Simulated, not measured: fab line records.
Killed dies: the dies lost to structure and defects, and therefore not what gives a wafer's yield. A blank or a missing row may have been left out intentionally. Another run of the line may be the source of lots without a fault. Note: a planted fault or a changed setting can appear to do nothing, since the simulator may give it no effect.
Check for tools in common | flow nand_harc | Sampled: 2 lots, 6 wafers

## REASON FOR OPENING
At NHARC_END_SORT_01 the reading killed_dies is flagged on 2 of 2 lots. Wafers without a fault read 30, standard deviation 8.5.
Rule: flag the lot when none of its wafers has a number, or when each of its wafers that has one lies beyond 4 standard deviations from that mean. The other lots count as sound.

lot  | measured     | on        | killed_dies, wafer by wafer | flag
L902 | day 20 11:16 | prober-02 | 116 72 112                  | FLAGGED
L905 | day 21 18:10 | prober-02 | 76 100 101                  | FLAGGED
Average over the flagged lots: 96; offset from the usual +66, equal to +8 standard deviations.

## EACH LOT AND THE TOOL IT RAN ON
The record holds 3 process steps before the reading, out of a route of 1159 steps. Cell contents, in order: the tool; ch with the chambers the sampled wafers went through; the start.
lot  | flag    | NHARC_A_CONTACT_ETCH_92            | NHARC_A_CONTACT_STRIP_108          | NHARC_A_CONTACT_ALD_18
L902 | FLAGGED | rie_diel-10 ch 1,2,3, day 17 11:18 | rie_diel-10 ch 0,1,2, day 17 11:41 | ald_metal-01 ch 0,2, day 17 12:45
L905 | FLAGGED | rie_diel-11 ch 1,2,3, day 18 21:19 | rie_diel-10 ch 1,3, day 18 21:49   | ald_metal-02 ch 2,3, day 18 22:38
These steps, and what they do:
- NHARC_A_CONTACT_ETCH_92: etches the open film in CH3F/O2, target depth 40 nm, time 85.7 s.
- NHARC_A_CONTACT_STRIP_108: strips in CF4/CHF3.
- NHARC_A_CONTACT_ALD_18: deposits TiN, target thk 3 nm, pulse time 1 s, ald cycles 150.
- NHARC_END_SORT_01

## FLAGGED AGAINST TOTAL, ONE TOOL AT A TIME (gauges that did the reading follow at the end)
step                      | tool         | lots run | flagged | share of the flagged lots | sound lots run after its first flagged lot
NHARC_A_CONTACT_ETCH_92   | rie_diel-10  | 1        | 1       | some                      | 0
NHARC_A_CONTACT_ETCH_92   | rie_diel-11  | 1        | 1       | some                      | 0
NHARC_A_CONTACT_STRIP_108 | rie_diel-10  | 2        | 2       | all                       | 0
NHARC_A_CONTACT_ALD_18    | ald_metal-01 | 1        | 1       | some                      | 0
NHARC_A_CONTACT_ALD_18    | ald_metal-02 | 1        | 1       | some                      | 0
NHARC_END_SORT_01         | prober-02    | 2        | 2       | all                       | 0

## WHAT IS ALLOWED BY THE TABLE
rie_diel-10 at NHARC_A_CONTACT_STRIP_108 and prober-02 at NHARC_END_SORT_01 are the 2 rows of the table that ran each flagged lot.
- rie_diel-10 at NHARC_A_CONTACT_STRIP_108 ran 2 lots, 2 of them flagged. The start can't be narrowed down: in this sample, it ran no sound lot prior to its first flagged lot.
- prober-02 at NHARC_END_SORT_01 ran 2 lots, 2 of them flagged. The start can't be narrowed down: in this sample, it ran no sound lot prior to its first flagged lot.
Because each of these 2 tools fits a fault that began at some hour, counting lots does not separate them. More lots, or a look at what each step does to the wafer, might.

## WHAT WAS PUT IN BY THE SIMULATOR
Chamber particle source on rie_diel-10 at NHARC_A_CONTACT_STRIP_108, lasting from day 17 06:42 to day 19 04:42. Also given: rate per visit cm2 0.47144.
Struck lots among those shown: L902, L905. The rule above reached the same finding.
